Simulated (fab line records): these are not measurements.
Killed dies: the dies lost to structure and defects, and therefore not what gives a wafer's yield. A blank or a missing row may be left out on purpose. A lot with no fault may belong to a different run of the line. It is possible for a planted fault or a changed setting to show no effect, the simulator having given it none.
fab line records    flow nandHarc
record lots=6  wafers=18  lastDay=33
route steps=1302 shown A_SLIT@927 A_SIN_REMOVE@947 A_WL_FILL@952 END@1302
lots that met no fault: from a run of the same line without faults
startH: hours from the record's opening day to when the first of the lot's shown wafers began    waitH: hours elapsed since this lot's preceding step    " identical to the entry in the row above    L1.1+2: one row covering several wafers at once    - no value present, or no start provided    * or withheld: withheld    < > ~ a bound
route shown NAME@n: a module of which the file shows steps, and the number in the route of the first    usual: the fault-free wafers' mean and standard deviation    same: alike in all rows    chamber/n: place in a boat    sites: per-site readings    _std_site: the standard deviation of these    _edge_site: mean of outer sites minus mean of inner sites    radiusMm: how far each site lies from the wafer's centre    mask NAME#n: copy n    behind: tool/chamber where the wafer was last shaped    hold: why the lot was held/for how many hours/how that ended    device: names the non-switching transistor (n, p or np)    end of line: at the end of the route, the tests of the same wafers    for a step that has no rows: nothing shown but its recipe    killed: at the first sort, the dies lost to defects and structure; wafer yield is something else    map: a wafer's dies, x killed, . not, _ none there
set.NAME: the run value of the setting; set.NAME@STEP: its run value at that earlier step    model.NAME: the simulator's own value behind a step, which no gauge read
lots at some steps of the route; a table a step, a row a wafer
services: the hour from which a tool's chamber was out of use, counted from the record's first day as startH (under 0 if before that day), plus the number of hours and why
## steps
# step NHARC_A_SLIT_COAT_03
# recipe spinRpm=1500  resistThkNm=90
# step NHARC_A_SLIT_SOFTBAKE_04
# recipe tempC=105  timeS=55
# step NHARC_A_SLIT_EBR_05
# step NHARC_A_SLIT_EXPOSE_06
# recipe na=1.35  doseMj=60.82  maskId=SLIT
# step NHARC_A_SLIT_PEB_07
# recipe pebTempC=100  pebTimeS=65
# step NHARC_A_SLIT_DEVELOP_08
# recipe developTimeS=35  devTempC=23
# step NHARC_A_SLIT_CD_MEAS_09
# recipe targetCdNm=300  landingEnergyEv=500
# usual cdNm=300.2/0.5
lot.wafer  tool      chamber  startH  waitH  cdNm
L766.2     cdSem-03  0        460.60  -      300.2
L766.3     "         0        "       "      299.9
L766.5     "         0        "       "      300.4
L772.2     cdSem-01  0        499.64  -      299.9
L772.3     "         0        "       "      300.4
L772.4     "         0        "       "      300.4
L778.2     cdSem-02  0        575.74  -      299.8
L778.5     "         0        "       "      299.6
L778.6     "         0        "       "      299.7
L780.1     cdSem-01  0        589.57  -      299.9
L780.4     "         0        "       "      300.1
L780.5     "         0        "       "      299.6
L786.2     cdSem-02  0        659.63  -      300.4
L786.3     "         0        "       "      301.2
L786.5     "         0        "       "      300.3
L789.2     cdSem-03  0        682.06  -      300.0
L789.3     "         0        "       "      299.9
L789.6     "         0        "       "      300.3
# step NHARC_A_SLIT_OVL_MEAS_10
# usual overlayXNm=0.1/0.91  overlayYNm=0.0/0.71
lot.wafer  tool        chamber  startH  waitH  overlayXNm  overlayYNm
L766.2     overlay-01  -        460.68  -      0.6         0.8
L766.3     "           -        "       "      0.5         0.6
L766.5     "           -        "       "      0.2         -0.2
L772.2     overlay-01  -        499.73  -      1.1         0.6
L772.3     "           -        "       "      1.2         0.8
L772.4     "           -        "       "      1.2         0.4
L778.2     overlay-01  -        575.82  -      1.1         0.8
L778.5     "           -        "       "      1.1         0.8
L778.6     "           -        "       "      1.0         0.4
L780.1     overlay-01  -        589.66  -      0.4         0.7
L780.4     "           -        "       "      -0.1        1.0
L780.5     "           -        "       "      0.0         1.3
L786.2     overlay-01  -        659.71  -      1.2         -1.0
L786.3     "           -        "       "      1.3         -1.3
L786.5     "           -        "       "      1.3         -1.0
L789.2     overlay-01  -        682.15  -      -1.4        -0.7
L789.3     "           -        "       "      -1.4        -0.3
L789.6     "           -        "       "      -1.2        0.1
# step NHARC_A_SLIT_INSPECT_11
# usual rawDefectCount=53/32
lot.wafer  tool              chamber  startH  waitH  rawDefectCount
L766.2     defectInspect-02  -        460.72  0.0    19
L766.3     "                 -        "       "      18
L766.5     "                 -        "       "      20
L772.2     defectInspect-02  -        499.76  0.0    59
L772.3     "                 -        "       "      63
L772.4     "                 -        "       "      55
L778.2     defectInspect-02  -        575.86  0.0    23
L778.5     "                 -        "       "      19
L778.6     "                 -        "       "      18
L780.1     defectInspect-01  -        589.70  0.0    102
L780.4     "                 -        "       "      79
L780.5     "                 -        "       "      105
L786.2     defectInspect-01  -        659.75  0.0    28
L786.3     "                 -        "       "      34
L786.5     "                 -        "       "      30
L789.2     defectInspect-01  -        682.19  0.0    42
L789.3     "                 -        "       "      41
L789.6     "                 -        "       "      35
# step NHARC_A_SLIT_DESCUM_14
# recipe timeS=3  o2FlowSccm=200  arFlowSccm=0  biasPowerW=0  chemistry=O2
# step NHARC_A_SLIT_ETCH_24
# recipe targetDepthA=1210  timeS=60.5  cf4FlowSccm=100  chf3FlowSccm=30  arFlowSccm=0  rfW=500  biasW=200  chemistry=CF4/CHF3
# usual cf4FlowSccm=100.0/0.33  drypumpMotorCurrentA=6.0/0.47  oesProductAu=0.966/0.015  rfVppV=370.8/2.2  showerheadPlenumPTorr=1.58/0.06  throttleValvePct=16.802/0.0094
lot.wafer  tool        chamber  startH  waitH  cf4FlowSccm  drypumpMotorCurrentA  oesProductAu  rfHoursCounterH  rfVppV  showerheadPlenumPTorr  throttleValvePct
L766.2     rieDiel-12  2        460.87  0.1    99.5         6.5                   0.985         1                373.0   1.66                   16.796
L766.3     "           3        "       "      100.2        5.9                   0.979         1                369.7   1.57                   16.799
L766.5     "           3        "       "      99.6         5.9                   0.982         -                370.5   1.57                   16.808
L772.2     rieDiel-07  1        499.91  0.1    99.8         6.5                   0.975         0                375.4   1.66                   16.807
L772.4     "           2        "       "      100.1        5.7                   0.979         0                371.7   1.61                   16.793
L772.3     "           3        "       "      100.1        5.9                   0.959         0                371.5   1.60                   16.786
L778.2     rieDiel-07  2        576.02  0.1    99.7         5.7                   0.960         4                372.1   1.61                   16.798
L778.5     "           3        "       "      99.6         5.8                   0.948         -                370.9   1.60                   16.793
L778.6     "           0        "       "      100.1        6.4                   0.973         -                373.3   1.64                   16.819
L780.1     rieDiel-12  2        589.85  0.1    100.6        6.5                   0.961         9                373.7   1.66                   16.815
L780.4     "           0        "       "      99.5         4.7                   0.971         7                368.1   1.55                   16.790
L780.5     "           2        "       "      100.0        6.5                   0.963         -                372.3   1.66                   16.802
L786.2     rieDiel-07  0        659.89  0.1    100.4        6.4                   0.963         0                373.0   1.64                   16.805
L786.3     "           1        "       "      99.9         6.5                   0.967         0                374.0   1.66                   16.805
L786.5     "           1        "       "      99.4         6.5                   0.968         -                374.1   1.66                   16.804
L789.3     rieDiel-07  2        682.36  0.1    100.5        5.7                   0.945         1                370.1   1.61                   16.817
L789.2     "           0        "       "      100.2        6.4                   0.946         1                372.2   1.64                   16.803
L789.6     "           1        "       "      99.7         6.5                   0.951         -                374.3   1.66                   16.804
# step NHARC_A_SLIT_ETCH_15
# recipe targetDepthA=62000  overEtchFrac=0.3  timeS=1612  ionEnergyEv=150  o2FlowSccm=400  cosFlowSccm=20  arFlowSccm=0  rfW=500  biasW=300  chemistry=O2/COS
# usual drypumpMotorCurrentA=6.0/0.5  oesProductAu=0.999/0.0072  rfVppV=314.5/1.8  showerheadPlenumPTorr=3.14/0.11  throttleValvePct=28.331/0.01
lot.wafer  tool        chamber  startH  waitH  drypumpMotorCurrentA  oesProductAu  rfHoursCounterH  rfVppV  showerheadPlenumPTorr  throttleValvePct
L766.2     rieDiel-12  2        -       -      6.5                   0.994         1                316.7   3.29                   28.327
L766.3     "           3        "       "      5.9                   0.997         1                314.2   3.11                   28.344
L766.5     "           2        "       "      6.5                   1.008         -                318.1   3.29                   28.318
L772.3     rieDiel-07  1        -       -      6.5                   1.003         1                318.8   3.29                   28.318
L772.2     "           2        "       "      5.7                   0.994         0                315.4   3.19                   28.331
L772.4     "           3        "       "      5.9                   0.997         1                314.1   3.17                   28.333
L778.2     rieDiel-07  0        -       -      6.4                   0.998         5                316.5   3.26                   28.336
L778.6     "           2        "       "      5.7                   0.985         -                313.9   3.19                   28.345
L778.5     "           3        "       "      5.9                   0.988         -                314.7   3.17                   28.338
L780.4     rieDiel-12  3        -       -      5.9                   0.998         8                315.6   3.10                   28.335
L780.1     "           1        "       "      6.2                   0.998         7                315.8   3.17                   28.315
L780.5     "           2        "       "      6.5                   1.005         -                317.9   3.29                   28.331
L786.3     rieDiel-07  0        -       -      6.4                   0.992         0                316.8   3.26                   28.337
L786.2     "           1        "       "      6.5                   1.000         0                316.7   3.29                   28.332
L786.5     "           0        "       "      6.4                   0.992         -                315.4   3.26                   28.326
L789.3     rieDiel-07  2        -       -      5.7                   1.012         1                315.8   3.19                   28.311
L789.2     "           0        "       "      6.4                   1.005         2                314.5   3.26                   28.303
L789.6     "           2        "       "      5.7                   1.001         -                315.9   3.19                   28.336
# step NHARC_A_SLIT_ETCH_17
# recipe biasV=900  sourceW=withheld  pressureMtorr=20  arFlowSccm=375  c4f8FlowSccm=83.3  o2FlowSccm=41.7  timeS=4254.5  targetDepthA=2.03e+05  chemistry=C4F8/O2/Ar
# usual drypumpMotorCurrentA=5.7/0.53  showerheadPlenumPTorr=3.59/0.14  throttleValvePct=32.046/0.0078
lot.wafer  tool        chamber  startH  waitH  drypumpMotorCurrentA  rfHoursCounterH  showerheadPlenumPTorr  throttleValvePct
L766.2     harEtch-01  1        464.62  -      5.1                   253              3.63                   32.030
L766.3     "           0        466.42  -      6.4                   -                3.49                   32.047
L766.5     "           0        467.63  -      6.4                   -                3.49                   32.032
L772.2     harEtch-01  1        502.39  -      5.1                   272              3.62                   32.039
L772.3     "           0        "       "      6.4                   -                3.48                   32.040
L772.4     "           1        "       "      5.1                   -                3.62                   32.045
L778.2     harEtch-01  1        577.79  -      5.1                   318              3.59                   32.049
L778.5     "           0        579.60  -      6.4                   -                3.45                   32.054
L778.6     "           1        "       "      5.1                   -                3.59                   32.049
L780.1     harEtch-01  0        592.80  -      6.4                   329              3.45                   32.034
L780.4     "           0        594.02  -      6.4                   -                3.45                   32.033
L780.5     "           1        "       "      5.1                   -                3.59                   32.041
L786.2     harEtch-01  1        661.06  -      5.1                   367              3.57                   32.038
L786.3     "           1        662.27  -      5.1                   -                3.57                   32.052
L786.5     "           1        663.49  -      5.1                   -                3.57                   32.052
L789.2     harEtch-01  1        686.03  -      5.1                   382              3.56                   32.050
L789.3     "           0        "       "      6.4                   -                3.42                   32.040
L789.6     "           1        688.43  -      5.1                   -                3.56                   32.049
# step NHARC_A_SLIT_ETCH_26
# recipe biasV=400  sourceW=2000  pressureMtorr=25  timeS=90  arFlowSccm=375  c4f8FlowSccm=41.7  o2FlowSccm=83.3  targetDepthA=4000  chemistry=C4F8/O2/Ar
# step NHARC_A_SLIT_STRIP_28
# recipe o2FlowSccm=400  cosFlowSccm=20  arFlowSccm=0  biasW=0  chemistry=O2/COS
# step NHARC_A_SLIT_ETCH_29
# recipe targetDepthA=1000  overetchA=100  timeS=55  ionEnergyEv=100  cf4FlowSccm=80  o2FlowSccm=20  arFlowSccm=0  rfW=300  biasW=100  chemistry=CF4/O2
# usual cf4FlowSccm=79.98/0.25  drypumpMotorCurrentA=6.0/0.52  oes_o_777_au=0.999/0.0042  oesProductAu=1.001/0.0068  rfVppV=198.0/1.3  showerheadPlenumPTorr=1.35/0.046  throttleValvePct=13.397/0.0073
lot.wafer  tool        chamber  startH  waitH  cf4FlowSccm  drypumpMotorCurrentA  oes_o_777_au  oesProductAu  rfHoursCounterH  rfVppV  showerheadPlenumPTorr  throttleValvePct
L766.3     rieDiel-07  2        469.12  0.1    80.37        5.7                   1.001         0.994         6.6              199.1   1.37                   13.401
L766.2     "           0        "       "      79.47        6.4                   1.000         0.994         7.9              198.5   1.40                   13.398
L766.5     "           2        "       "      79.99        5.7                   1.006         0.998         -                198.5   1.37                   13.392
L772.4     rieDiel-07  0        506.33  0.1    79.83        6.4                   0.994         1.003         2.0              200.2   1.40                   13.404
L772.3     "           1        "       "      80.19        6.5                   1.002         1.004         2.2              199.6   1.41                   13.393
L772.2     "           2        "       "      80.12        5.7                   1.000         1.006         1.8              200.4   1.37                   13.384
L778.2     rieDiel-07  2        581.69  0.1    79.94        5.7                   1.003         1.007         4.9              197.6   1.36                   13.387
L778.5     "           1        "       "      80.15        6.5                   1.002         0.999         -                199.9   1.41                   13.388
L778.6     "           2        "       "      80.22        5.7                   1.002         1.006         -                198.6   1.36                   13.396
L780.1     rieDiel-12  2        596.73  0.1    80.01        6.5                   1.000         1.010         9.6              198.5   1.41                   13.392
L780.4     "           0        "       "      79.88        4.7                   1.003         1.008         7.1              196.6   1.32                   13.385
L780.5     "           2        "       "      80.02        6.5                   0.998         1.010         -                198.7   1.41                   13.393
L786.3     rieDiel-12  2        665.58  0.1    80.39        6.5                   1.003         0.991         2.9              198.1   1.41                   13.409
L786.2     "           3        "       "      79.48        5.9                   0.985         0.991         3.6              200.0   1.33                   13.398
L786.5     "           3        "       "      79.80        5.9                   0.999         0.995         -                196.4   1.32                   13.388
L789.3     rieDiel-12  2        689.93  0.1    80.21        6.5                   1.003         0.992         3.3              198.4   1.41                   13.408
L789.2     "           3        "       "      79.67        5.9                   1.003         0.991         4.2              197.1   1.32                   13.392
L789.6     "           1        "       "      79.65        6.2                   0.996         1.004         -                198.0   1.36                   13.400
# step NHARC_A_SLIT_STRIP_18
# recipe o2FlowSccm=500  arFlowSccm=0  biasW=0  chemistry=O2
# usual drypumpMotorCurrentA=6.0/0.54  oesProductAu=0.998/0.0066  rfVppV=58.0/0.84  showerheadPlenumPTorr=3.56/0.12  throttleValvePct=17.037/0.0077
lot.wafer  tool        chamber  startH  waitH  drypumpMotorCurrentA  oesProductAu  rfHoursCounterH  rfVppV  showerheadPlenumPTorr  throttleValvePct
L766.2     rieDiel-07  1        -       -      6.5                   1.002         8.6              56.9    3.72                   17.041
L766.3     "           3        "       "      5.9                   0.991         6.9              58.5    3.58                   17.038
L766.5     "           0        "       "      6.4                   0.998         -                57.0    3.68                   17.030
L772.4     rieDiel-07  2        -       -      5.7                   1.000         1.8              56.8    3.61                   17.033
L772.2     "           3        "       "      5.9                   0.990         1.6              57.1    3.58                   17.029
L772.3     "           1        "       "      6.5                   1.003         2.3              58.9    3.72                   17.042
L778.2     rieDiel-07  0        -       -      6.4                   0.993         5.7              58.0    3.68                   17.041
L778.5     "           2        "       "      5.7                   0.989         -                57.3    3.60                   17.024
L778.6     "           3        "       "      5.9                   1.005         -                58.4    3.58                   17.042
L780.4     rieDiel-12  0        -       -      4.7                   0.995         7.1              56.4    3.49                   17.040
L780.1     "           1        "       "      6.2                   1.005         7.0              59.3    3.58                   17.017
L780.5     "           3        "       "      5.9                   1.009         -                58.3    3.51                   17.040
L786.3     rieDiel-12  1        -       -      6.2                   1.010         2.7              57.0    3.58                   17.035
L786.2     "           3        "       "      5.9                   0.986         3.7              58.1    3.50                   17.036
L786.5     "           0        "       "      4.8                   0.990         -                57.6    3.48                   17.039
L789.2     rieDiel-12  0        -       -      4.7                   1.006         4.0              57.0    3.48                   17.039
L789.3     "           1        "       "      6.2                   1.001         3.1              57.7    3.58                   17.037
L789.6     "           3        "       "      5.9                   1.008         -                57.8    3.50                   17.027
# step NHARC_A_SLIT_PRECLEAN_19
# recipe timeS=*  tempC=50  bathAgeMin=0  chemistry=SC1
# step NHARC_A_SLIT_SRD_20
# step NHARC_A_SLIT_CD_MEAS_21
# usual cdNm=289.5/0.93
lot.wafer  tool      chamber  startH  waitH  cdNm
L766.2     cdSem-02  -        469.65  -      288.8
L766.3     "         -        "       "      288.2
L766.5     "         -        "       "      288.3
L772.2     cdSem-03  -        506.86  -      291.0
L772.3     "         -        "       "      290.6
L772.4     "         -        "       "      290.5
L778.2     cdSem-01  -        582.23  -      287.1
L778.5     "         -        "       "      287.0
L778.6     "         -        "       "      287.2
L780.1     cdSem-02  -        597.26  -      290.1
L780.4     "         -        "       "      290.6
L780.5     "         -        "       "      289.8
L786.2     cdSem-03  -        666.12  -      289.6
L786.3     "         -        "       "      289.7
L786.5     "         -        "       "      288.9
L789.2     cdSem-01  -        690.45  -      288.9
L789.3     "         -        "       "      289.1
L789.6     "         -        "       "      289.6
# step NHARC_A_SIN_REMOVE_WET_00
# recipe tempC=160  timeS=15300  chemistry=H3PO4
# step NHARC_A_SIN_REMOVE_PRECLEAN_01
# recipe timeS=*  tempC=50  bathAgeMin=0  chemistry=SC1
# step NHARC_A_SIN_REMOVE_SRD_02
# step NHARC_A_SIN_REMOVE_INSPECT_04
# usual rawDefectCount=393/86
lot.wafer  tool              chamber  startH  waitH  rawDefectCount
L766.2     defectInspect-02  -        476.30  0.0    280
L766.3     "                 -        "       "      335
L766.5     "                 -        "       "      389
L772.2     defectInspect-02  -        513.52  0.0    415
L772.3     "                 -        "       "      381
L772.4     "                 -        "       "      321
L778.2     defectInspect-01  -        589.00  0.0    1303
L778.5     "                 -        "       "      1297
L778.6     "                 -        "       "      1292
L780.1     defectInspect-02  -        602.98  0.0    1377
L780.4     "                 -        "       "      1533
L780.5     "                 -        "       "      1556
L786.2     defectInspect-02  -        672.59  0.0    398
L786.3     "                 -        "       "      394
L786.5     "                 -        "       "      299
L789.2     defectInspect-01  -        697.28  0.0    579
L789.3     "                 -        "       "      647
L789.6     "                 -        "       "      480
# step NHARC_A_WL_FILL_ALD_00
# recipe targetThkA=30  pulseTimeS=3  aldCycles=30  tempC=300  material=Al2O3
# usual heaterPowerW=457/53  precursorPulseHeightRel=1.001/0.02
# same aldCycles=30
lot.wafer  tool      chamber  startH  waitH  heaterPowerW  precursorPulseHeightRel
L766.3     aldHk-02  0        476.36  0.1    449           0.960
L766.2     "         3        "       "      494           0.989
L766.5     "         0        "       "      448           1.018
L772.2     aldHk-03  1        513.58  0.1    423           0.994
L772.3     "         3        "       "      460           0.962
L772.4     "         0        "       "      472           1.016
L778.2     aldHk-02  3        589.06  0.1    510           1.005
L778.5     "         3        "       "      516           0.975
L778.6     "         0        "       "      423           0.989
L780.4     aldHk-02  2        603.09  0.1    475           0.988
L780.1     "         3        "       "      516           1.000
L780.5     "         1        "       "      429           0.972
L786.3     aldHk-01  3        672.82  0.2    393           1.034
L786.2     "         0        "       "      524           1.016
L786.5     "         3        "       "      391           1.027
L789.2     aldHk-01  1        697.41  0.1    499           1.000
L789.3     "         2        "       "      489           1.004
L789.6     "         0        "       "      538           1.028
# step NHARC_END_SORT_01
# recipe tempC=25
# usual killedAtArray=54/20  killedAtOther=0.9/1.1  killedAtPeriphery=3.8/2.4  killedDies=58/20  killedOpen=3.5/1.9  killedShort=2.5/1.6
# same grossDies=677
lot.wafer  tool       chamber  startH  waitH  killedAtArray  killedAtOther  killedAtPeriphery  killedDies  killedOpen  killedShort
L766.2     prober-01  0        577.09  2.8    27             0              2                  29          1           2
L766.3     prober-01  0        577.90  3.1    38             2              2                  42          7           5
L766.5     prober-01  0        579.52  3.7    41             0              2                  43          1           3
L772.2     prober-02  0        617.99  2.8    61             0              3                  64          8           3
L772.3     prober-02  0        618.80  3.1    73             0              1                  74          3           5
L772.4     prober-02  0        619.62  3.4    54             0              7                  61          6           3
L778.2     prober-02  0        682.77  2.8    53             0              3                  56          3           2
L778.5     prober-02  0        685.21  3.7    116            2              4                  122         3           2
L778.6     prober-02  0        686.02  4.1    55             1              9                  65          3           4
L780.1     prober-01  0        697.96  2.5    150            1              3                  154         1           4
L780.4     prober-01  0        700.33  3.4    133            0              4                  137         3           2
L780.5     prober-01  0        701.13  3.7    90             1              0                  91          3           1
L786.2     prober-02  0        777.97  2.8    35             0              3                  38          5           4
L786.3     prober-02  0        778.78  3.1    34             0              4                  38          5           2
L786.5     prober-02  0        780.38  3.7    41             0              4                  45          3           0
L789.2     prober-01  0        798.02  2.8    58             1              0                  59          2           5
L789.3     prober-01  0        798.81  3.1    69             0              3                  72          2           6
L789.6     prober-01  0        801.17  3.9    60             1              7                  68          5           2
# killed by level:class
L766.2 A_SLIT:chamberFilmFlake=9 A_CHANNEL_HOLE_D2:chamberFilmFlake=8 A_STAIRCASE:chamberFilmFlake=4 A_CONTACT:chamberFilmFlake=4 P_M1:geometricParticle:short=1 A_CHANNEL_FILL_D1:geometricParticle:short=1 A_DECK1_JOINT:geometricParticle:open=1 P_GATE:chamberFilmFlake=1
L766.3 A_SLIT:chamberFilmFlake=15 A_STAIRCASE:chamberFilmFlake=5 A_CHANNEL_FILL_D2:geometricParticle:open=3 A_CHANNEL_HOLE_D2:chamberFilmFlake=3 A_DECK1_JOINT:geometricParticle:short=2 A_M0:geometricParticle:open=2 A_CHANNEL_FILL_D1:chamberFilmFlake=2 A_WL_FILL:chamberFilmFlake=2
L766.5 A_SLIT:chamberFilmFlake=25 A_CHANNEL_HOLE_D2:chamberFilmFlake=7 A_STAIRCASE:chamberFilmFlake=3 A_CONTACT:chamberFilmFlake=3 A_CHANNEL_FILL_D1:geometricParticle:short=2 P_M2:geometricParticle:open=1 A_CHANNEL_FILL_D2:geometricParticle:short=1 P_GATE:chamberFilmFlake=1
L772.2 A_CHANNEL_HOLE_D2:chamberFilmFlake=30 A_SLIT:chamberFilmFlake=9 A_WL_FILL:geometricParticle:open=3 A_CHANNEL_HOLE_D1:chamberFilmFlake=3 A_STAIRCASE:chamberFilmFlake=3 A_CHANNEL_FILL_D2:geometricParticle:open=2 P_M0:chamberFilmFlake=2 A_ZERO_WELL:chamberFilmFlake=2
L772.3 A_CHANNEL_HOLE_D2:chamberFilmFlake=35 A_SLIT:chamberFilmFlake=20 A_DECK1_JOINT:chamberFilmFlake=3 A_CONTACT:chamberFilmFlake=3 A_CHANNEL_FILL_D1:geometricParticle:short=2 A_BONDPAD:chamberFilmFlake=2 P_CONTACT:geometricParticle:short=1 A_ONON_D1:geometricParticle:short=1
L772.4 A_CHANNEL_HOLE_D2:chamberFilmFlake=26 A_SLIT:chamberFilmFlake=9 A_CHANNEL_HOLE_D1:chamberFilmFlake=7 A_CONTACT:chamberFilmFlake=4 P_M0:chamberFilmFlake=3 P_CONTACT:geometricParticle:open=2 A_DECK1_JOINT:chamberFilmFlake=2 P_GATE:geometricParticle:short=1
L778.2 A_SLIT:unspecified=29 A_STAIRCASE:chamberFilmFlake=5 A_WL_FILL:chamberFilmFlake=5 A_CONTACT:chamberFilmFlake=5 A_CHANNEL_HOLE_D2:geometricParticle:short=2 P_M0:chamberFilmFlake=2 A_ONON_D1:geometricParticle:open=1 A_DECK1_JOINT:geometricParticle:open=1
L778.5 A_SLIT:unspecified=92 A_SLIT:chamberFilmFlake=4 P_M0:chamberFilmFlake=3 A_ZERO_WELL:chamberFilmFlake=3 A_STAIRCASE:chamberFilmFlake=3 A_SGD_CUT:chamberFilmFlake=3 A_WL_FILL:chamberFilmFlake=3 A_CONTACT:chamberFilmFlake=3
L778.6 A_SLIT:unspecified=28 P_M0:chamberFilmFlake=5 A_SGD_CUT:chamberFilmFlake=5 A_WL_FILL:chamberFilmFlake=4 P_ZERO_WELL:chamberFilmFlake=3 A_STAIRCASE:chamberFilmFlake=3 A_SLIT:chamberFilmFlake=3 A_CONTACT:chamberFilmFlake=3
L780.1 A_SLIT:unspecified=96 A_CHANNEL_HOLE_D1:chamberFilmFlake=37 A_STAIRCASE:chamberFilmFlake=4 A_CONTACT:chamberFilmFlake=4 A_CHANNEL_HOLE_D1:geometricParticle:open=1 A_CHANNEL_FILL_D1:geometricParticle:short=1 A_CHANNEL_FILL_D2:geometricParticle:short=1 A_WL_FILL:geometricParticle:short=1
L780.4 A_SLIT:unspecified=87 A_CHANNEL_HOLE_D1:chamberFilmFlake=21 A_SLIT:chamberFilmFlake=8 A_CHANNEL_HOLE_D2:chamberFilmFlake=4 A_STAIRCASE:chamberFilmFlake=3 P_ZERO_WELL:chamberFilmFlake=2 A_CONTACT:chamberFilmFlake=2 P_STI:geometricParticle:open=1
L780.5 A_SLIT:unspecified=29 A_CHANNEL_HOLE_D1:chamberFilmFlake=26 A_CHANNEL_HOLE_D2:chamberFilmFlake=23 A_STAIRCASE:chamberFilmFlake=3 A_CONTACT:chamberFilmFlake=3 A_CHANNEL_FILL_D1:geometricParticle:open=1 A_CHANNEL_HOLE_D1:geometricParticle:open=1 A_WL_FILL:geometricParticle:open=1
L786.2 A_SLIT:chamberFilmFlake=8 A_CONTACT:chamberFilmFlake=7 A_BLC:chamberFilmFlake=4 A_CHANNEL_HOLE_D1:chamberFilmFlake=3 A_STAIRCASE:chamberFilmFlake=3 A_CHANNEL_FILL_D2:geometricParticle:short=2 P_M0:geometricParticle:open=1 A_ONON_D1:geometricParticle:short=1
L786.3 A_SLIT:chamberFilmFlake=15 A_BLC:chamberFilmFlake=5 A_STAIRCASE:chamberFilmFlake=4 A_CONTACT:chamberFilmFlake=4 A_WL_FILL:geometricParticle:short=2 P_STI:geometricParticle:open=1 P_CONTACT:geometricParticle:open=1 P_M0:geometricParticle:open=1
L786.5 A_CHANNEL_HOLE_D1:chamberFilmFlake=17 A_SLIT:chamberFilmFlake=10 A_BLC:chamberFilmFlake=5 A_CHANNEL_HOLE_D2:chamberFilmFlake=3 A_CONTACT:chamberFilmFlake=3 P_M2:chamberFilmFlake=2 A_STAIRCASE:chamberFilmFlake=2 P_GATE:geometricParticle:open=1
L789.2 A_CHANNEL_HOLE_D1:chamberFilmFlake=21 A_SLIT:chamberFilmFlake=14 A_CONTACT:chamberFilmFlake=11 A_CHANNEL_HOLE_D2:chamberFilmFlake=4 A_CHANNEL_FILL_D2:geometricParticle:short=2 A_CHANNEL_FILL_D1:geometricParticle:short=1 A_WL_FILL:geometricParticle:open=1 A_WL_FILL:geometricParticle:short=1
L789.3 A_SLIT:chamberFilmFlake=35 A_CHANNEL_HOLE_D1:chamberFilmFlake=10 A_CONTACT:chamberFilmFlake=10 A_CHANNEL_HOLE_D2:chamberFilmFlake=4 A_STAIRCASE:chamberFilmFlake=3 A_CHANNEL_FILL_D2:geometricParticle:short=2 P_GATE:geometricParticle:short=1 P_CONTACT:geometricParticle:short=1
L789.6 A_CHANNEL_HOLE_D1:chamberFilmFlake=19 A_CONTACT:chamberFilmFlake=19 A_SLIT:chamberFilmFlake=11 A_CHANNEL_HOLE_D2:chamberFilmFlake=5 A_M1:geometricParticle:open=2 P_STI:geometricParticle:open=1 P_STI:geometricParticle:short=1 P_M1:geometricParticle:open=1
## services
tool        chamber  startH  hours  kind
rieDiel-07  3        443.91  2.6    repair
rieDiel-12  -        445.40  9.0    pm
rieDiel-07  0        450.34  -      clean
rieDiel-07  1        450.34  -      clean
rieDiel-07  2        450.34  -      clean
rieDiel-07  3        450.34  -      clean
rieDiel-07  -        471.20  9.0    pm
rieDiel-07  0        471.20  9.0    ventCycle
rieDiel-07  1        471.20  9.0    ventCycle
rieDiel-07  2        471.20  9.0    ventCycle
rieDiel-07  3        471.20  9.0    ventCycle
aldHk-01    -        474.00  10.0   pm
rieDiel-07  0        480.20  -      clean
rieDiel-07  1        480.20  -      clean
rieDiel-07  2        480.20  -      clean
rieDiel-12  1        528.96  4.9    repair
aldHk-02    -        541.81  0.9    repair
aldHk-01    -        575.36  1.1    repair
harEtch-01  -        603.71  1.5    repair
rieDiel-12  -        622.40  9.0    pm
aldHk-02    -        628.79  1.5    repair
rieDiel-07  -        648.20  9.0    pm
aldHk-01    -        652.00  10.0   pm
rieDiel-07  3        673.63  12.0   repair
## key
firstSign step=NHARC_A_SIN_REMOVE_INSPECT_04  reading=rawDefectCount  direction=up  sigmas=12  usual=393  struck=1393
effect step=NHARC_END_SORT_01  reading=killedAtArray  direction=up  sigmas=2.4  usual=54  struck=100  wafersMoved=3
moreKillsBornAt NHARC_A_SLIT_ETCH_17@harEtch-01=230
metAt NHARC_A_SLIT_ETCH_17
struckWafers L778.2,L778.5,L778.6,L780.1,L780.4,L780.5
testerLeftOut L778,L780
onsetBetween 502.39 577.79
fault kind=chamberParticleSource  tool=harEtch-01  chamber=-  onsetH=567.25  steps=NHARC_A_SLIT_ETCH_17  ratePerVisitCm2=1.5593  endH=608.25
# testerLeftOut: of these lots the tester's yield and bins aren't shown, on N5 and GAA mostly nor the transistor test; their killed dies are dies lost to structure and defects alone, not to doping, threshold or leakage, so they don't give the yield
